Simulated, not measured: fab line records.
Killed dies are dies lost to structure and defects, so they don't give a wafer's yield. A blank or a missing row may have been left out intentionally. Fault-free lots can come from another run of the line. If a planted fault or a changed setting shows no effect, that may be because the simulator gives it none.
Which tool was responsible? | flow n5 finfet | 9 lots with 26 wafers sampled at 5 steps, on a route of 1938 steps

== WHAT THE GAUGES SHOWED, per wafer ==
N5_FIN_CUT_OVL_MEAS_09. Usual: for FIN_CUT_OVL the level is 0.1 nm and the standard deviation is 0.74.
lot  | measured    | on         | FIN_CUT_OVL (nm) | flag
L531 | day 2 02:03 | overlay-01 | 0.6 -0.1 0.0     |
L533 | day 2 14:37 | overlay-02 | -1.5 0.3 -0.2    |
L534 | day 2 21:25 | overlay-01 | -0.7 0.4 -1.3    |
L538 | day 3 21:09 | overlay-02 | 1.2 0.3 0.4      |
L541 | day 4 16:13 | overlay-02 | 0.3 -0.2 -0.3    |
L547 | day 6 05:02 | overlay-01 | 1.0 0.8          |
L550 | day 6 22:05 | overlay-02 | -0.2 -0.7 0.6    |
L553 | day 7 15:22 | overlay-02 | -0.6 0.9 0.3     |
L554 | day 7 20:47 | overlay-01 | 0.3 -0.4 -1.0    |

N5_BEOL_M4_RC_MEAS_101. Usual: DIBL_N 36.3 mV/V, standard deviation 1.2; DIBL_P 36.1 mV/V, standard deviation 1.6; IOFF_N 0.161 nA/um, standard deviation 0.023; IOFF_P 0.209 nA/um, standard deviation 0.027; ION_N 676 uA/um, standard deviation 8.9; ION_P 462 uA/um, standard deviation 5.3; SS_N 71.5 mV/dec, standard deviation 0.51; SS_P 73.2 mV/dec, standard deviation 0.5; VT_N 249.1 mV, standard deviation 2.5; VT_P -249.9 mV, standard deviation 2.8.
lot  | measured     | on        | DIBL_N (mV/V)  | DIBL_P (mV/V)  | IOFF_N (nA/um)    | IOFF_P (nA/um)    | ION_N (uA/um) | ION_P (uA/um) | SS_N (mV/dec)  | SS_P (mV/dec)  | VT_N (mV)         | VT_P (mV)            | flag
L531 | day 7 12:20  | prober-02 | 36.5 35.7 34.8 | 36.8 35.0 33.1 | 0.164 0.142 0.129 | 0.203 0.183 0.157 | 671 672 667   | 460 457 451   | 71.8 70.8 71.7 | 72.7 73.3 73.5 | 246.1 247.2 250.9 | -251.8 -253.2 -255.5 |
L533 | day 8 12:03  | prober-01 | 36.8 37.7 36.8 | 35.5 35.8 34.7 | 0.161 0.174 0.162 | 0.221 0.220 0.213 | 675 674 664   | 463 466 460   | 71.3 71.2 71.5 | 73.0 73.1 73.5 | 250.1 250.3 248.5 | -248.8 -249.0 -247.3 |
L534 | day 8 14:11  | prober-02 | 35.7 34.9 34.4 | 34.7 33.4 33.8 | 0.146 0.125 0.125 | 0.190 0.172 0.180 | 672 666 667   | 463 457 464   | 71.5 70.9 71.1 | 72.8 72.9 72.9 | 252.3 252.6 252.0 | -249.1 -253.1 -251.7 |
L538 | day 9 19:53  | prober-01 | 34.3 35.1 35.0 | 34.7 35.5 35.4 | 0.129 0.140 0.140 | 0.158 0.175 0.171 | 664 679 663   | 450 461 454   | 71.2 71.3 71.4 | 73.6 73.3 73.3 | 252.9 248.6 249.8 | -256.2 -252.5 -253.8 |
L541 | day 10 10:28 | prober-01 | 36.6 36.6 36.2 | 36.6 37.1 36.4 | 0.164 0.165 0.150 | 0.206 0.209 0.196 | 684 687 673   | 463 465 457   | 71.7 71.4 70.7 | 72.9 73.7 73.0 | 246.6 249.3 248.3 | -249.0 -247.0 -250.7 |
L547 | day 11 16:43 | prober-01 | 36.9 37.1      | 35.3 35.1      | 0.150 0.146       | 0.187 0.190       | 673 663       | 460 459       | 70.5 71.3      | 72.4 73.0      | 250.0 252.3       | -250.0 -252.8        |
L550 | day 12 14:46 | prober-01 | 36.1 35.7 36.0 | 35.0 34.4 35.0 | 0.166 0.149 0.155 | 0.211 0.200 0.201 | 678 675 680   | 459 460 468   | 71.1 71.5 71.2 | 72.2 72.8 72.9 | 248.8 249.9 250.0 | -248.8 -248.3 -248.5 |
L553 | day 13 06:17 | prober-01 | 35.6 36.1 36.0 | 36.5 37.8 37.2 | 0.161 0.182 0.166 | 0.215 0.238 0.222 | 666 681 677   | 461 461 462   | 71.9 71.8 72.7 | 73.0 73.9 73.7 | 249.0 246.7 248.1 | -250.2 -247.1 -251.9 |
L554 | day 13 22:22 | prober-01 | 37.1 36.0 35.0 | 36.4 35.6 34.3 | 0.166 0.143 0.132 | 0.217 0.202 0.178 | 679 674 662   | 465 463 457   | 71.8 71.9 71.6 | 73.3 73.1 73.4 | 250.1 250.6 251.1 | -246.2 -248.4 -248.6 |

== EACH LOT AND THE TOOL THAT RAN IT (in order: tool; ch and the chambers of the sampled wafers; start) ==
lot  | N5_FIN_SAQP_HM_CD_35   | N5_FIN_CUT_ETCH_20                | N5_FIN_CUT_ETCH_21
L531 | cd sem-01, day 2 01:23 | rie diel-02 ch 1,2, day 2 02:11   | rie diel-02 ch 1,2, day 2 02:13
L533 | cd sem-01, day 2 13:51 | rie diel-06 ch 1,2,3, day 2 14:58 | rie diel-06 ch 1,2,3, day 2 15:00
L534 | cd sem-01, day 2 20:46 | rie diel-06 ch 0,2,3, day 2 21:37 | rie diel-06 ch 0,2,3, day 2 21:39
L538 | cd sem-02, day 3 20:19 | rie diel-02 ch 0,1,3, day 3 21:17 | rie diel-02 ch 0,1,3, day 3 21:19
L541 | cd sem-01, day 4 15:25 | rie diel-06 ch 2,3, day 4 16:22   | rie diel-06 ch 2,3, day 4 16:24
L547 | cd sem-02, day 6 04:22 | rie diel-06 ch 1,3, day 6 05:57   | rie diel-06 ch 1,3, day 6 05:59
L550 | cd sem-01, day 6 21:25 | rie diel-03 ch 0,1, day 6 22:34   | rie diel-03 ch 0,1, day 6 22:36
L553 | cd sem-03, day 7 14:43 | rie diel-03 ch 0,1,2, day 7 15:43 | rie diel-03 ch 0,1,2, day 7 15:45
L554 | cd sem-01, day 7 19:59 | rie diel-03 ch 1,2, day 7 20:55   | rie diel-03 ch 1,2, day 7 20:57
- N5_FIN_SAQP_HM_CD_35: target cd 8 nm.
- N5_FIN_CUT_ETCH_20: etches SiARC in CF4, target depth 26 nm, time 43.3 s.
- N5_FIN_CUT_ETCH_21: etches SOC in N2/H2, target depth 219 nm, overetch 43.8 nm, time 523.5 s.

== AS READ BY THE TOOLS THEMSELVES (means over the sampled wafers that have a number; for cases with no such wafer, the mark the record gives instead) ==
N5_FIN_SAQP_HM_CD_35. Usual: cd nm 8.09 nm, standard deviation 0.24.
lot  | tool      | cd nm (nm) | flag
L531 | cd sem-01 | 8.23       |
L533 | cd sem-01 | 8.13       |
L534 | cd sem-01 | 8.01       |
L538 | cd sem-02 | 8.05       |
L541 | cd sem-01 | 7.98       |
L547 | cd sem-02 | 8.00       |
L550 | cd sem-01 | 7.96       |
L553 | cd sem-03 | 8.00       |
L554 | cd sem-01 | 8.20       |

N5_FIN_CUT_ETCH_20. Usual: chamber pressure mTorr 40.00 mTorr, standard deviation 0.033; drypump motor current A 5.9 A, standard deviation 0.44; etch rf on time s 43.4 s, standard deviation 0.64; oes product au 0.68 a.u., standard deviation 0.089; rf fwd power W 534.6 W, standard deviation 2.9; rf vpp V 184.4 V, standard deviation 1.2; showerhead plenum p Torr 2.17 Torr, standard deviation 0.069; throttle valve pct 15.59 %, standard deviation 0.26.
lot  | tool        | chamber pressure mTorr (mTorr) | drypump motor current A (A) | etch rf on time s (s) | oes product au (a.u.) | rf fwd power W (W) | rf vpp V (V) | showerhead plenum p Torr (Torr) | throttle valve pct (%) | flag
L531 | rie diel-02 | 40.02                          | 6.2                         | 43.2                  | 0.67                  | 536.2              | 183.3        | 2.12                            | 15.67                  |
L533 | rie diel-06 | 39.96                          | 5.8                         | 43.2                  | 0.64                  | 535.0              | 185.3        | 2.22                            | 15.59                  |
L534 | rie diel-06 | 39.97                          | 5.7                         | 43.9                  | 0.64                  | 533.3              | 185.1        | 2.19                            | 15.60                  |
L538 | rie diel-02 | 39.99                          | 5.9                         | 42.9                  | 0.67                  | 537.8              | 184.0        | 2.18                            | 15.45                  |
L541 | rie diel-06 | 39.93                          | 5.4                         | 43.5                  | 0.79                  | 532.6              | 185.1        | 2.21                            | 15.36                  |
L547 | rie diel-06 | 40.01                          | 5.9                         | 42.9                  | 0.78                  | 534.1              | 184.0        | 2.23                            | 15.28                  |
L550 | rie diel-03 | 39.99                          | 6.4                         | 43.5                  | 0.74                  | 535.2              | 183.6        | 2.15                            | 15.57                  |
L553 | rie diel-03 | 40.01                          | 5.9                         | 43.9                  | 0.69                  | 534.6              | 184.0        | 2.13                            | 15.64                  |
L554 | rie diel-03 | 40.02                          | 5.5                         | 43.5                  | 0.65                  | 532.4              | 183.2        | 2.11                            | 15.72                  |

N5_FIN_CUT_ETCH_21. Usual: chamber pressure mTorr 30.005 mTorr, standard deviation 0.027; drypump motor current A 5.9 A, standard deviation 0.44; oes product au 0.73 a.u., standard deviation 0.092; rf fwd power W 848.9 W, standard deviation 2.8; rf vpp V 241.2 V, standard deviation 1.3; run length s 546.8 s, standard deviation 0.38; showerhead plenum p Torr 2.58 Torr, standard deviation 0.086; throttle valve pct 17.81 %, standard deviation 0.27.
lot  | tool        | chamber pressure mTorr (mTorr) | drypump motor current A (A) | oes product au (a.u.) | rf fwd power W (W) | rf vpp V (V) | run length s (s) | showerhead plenum p Torr (Torr) | throttle valve pct (%) | flag
L531 | rie diel-02 | 29.998                         | 6.2                         | 0.72                  | 849.8              | 240.1        | 546.7            | 2.52                            | 17.88                  |
L533 | rie diel-06 | 30.016                         | 5.7                         | 0.70                  | 846.0              | 242.0        | 546.8            | 2.63                            | 17.78                  |
L534 | rie diel-06 | 30.013                         | 5.7                         | 0.70                  | 846.4              | 241.3        | 546.8            | 2.61                            | 17.84                  |
L538 | rie diel-02 | 30.006                         | 6.0                         | 0.72                  | 852.7              | 241.1        | 547.0            | 2.59                            | 17.59                  |
L541 | rie diel-06 | 29.993                         | 5.4                         | 0.85                  | 846.3              | 241.5        | 546.6            | 2.62                            | 17.61                  |
L547 | rie diel-06 | 29.998                         | 6.0                         | 0.91                  | -                  | 242.7        | 491.6            | 2.64                            | 17.49                  | OFF
L550 | rie diel-03 | 29.999                         | 6.4                         | 0.80                  | 849.0              | 241.2        | 547.2            | 2.55                            | 17.84                  |
L553 | rie diel-03 | 30.018                         | 6.0                         | 0.75                  | 847.1              | 240.8        | 546.9            | 2.54                            | 17.97                  |
L554 | rie diel-03 | 29.996                         | 5.5                         | 0.69                  | 845.7              | 239.8        | 547.2            | 2.52                            | 18.08                  |

== THE ANSWER, worked out from the rows above alone ==
Rule: a lot is off if the mean of its wafers that have a number lies more than 3 standard deviations from the usual mean. Also off: a lot with no number at a reading for which 4 or more lots have one. Where the step has rows for the other lots, those lots are counted as sound. Order of review: gauges by route order, followed by the tools' own readings, for which a lot's mean as printed above is used. At the first step where some lot is off, the reading lying furthest off is the one used; lots without a number count as furthest.
Off at N5_FIN_CUT_ETCH_21 (rf fwd power W): L547. Without a number there: L547.
A tool fits if, at that step or a process step before it, it ran every lot that is off, and no sound lot after the first of them. This does not decide it: 2 tools fit, namely cd sem-02 at N5_FIN_SAQP_HM_CD_35 and rie diel-06 at N5_FIN_CUT_ETCH_20 and N5_FIN_CUT_ETCH_21.

== WHAT WAS PUT IN BY THE SIMULATOR ==
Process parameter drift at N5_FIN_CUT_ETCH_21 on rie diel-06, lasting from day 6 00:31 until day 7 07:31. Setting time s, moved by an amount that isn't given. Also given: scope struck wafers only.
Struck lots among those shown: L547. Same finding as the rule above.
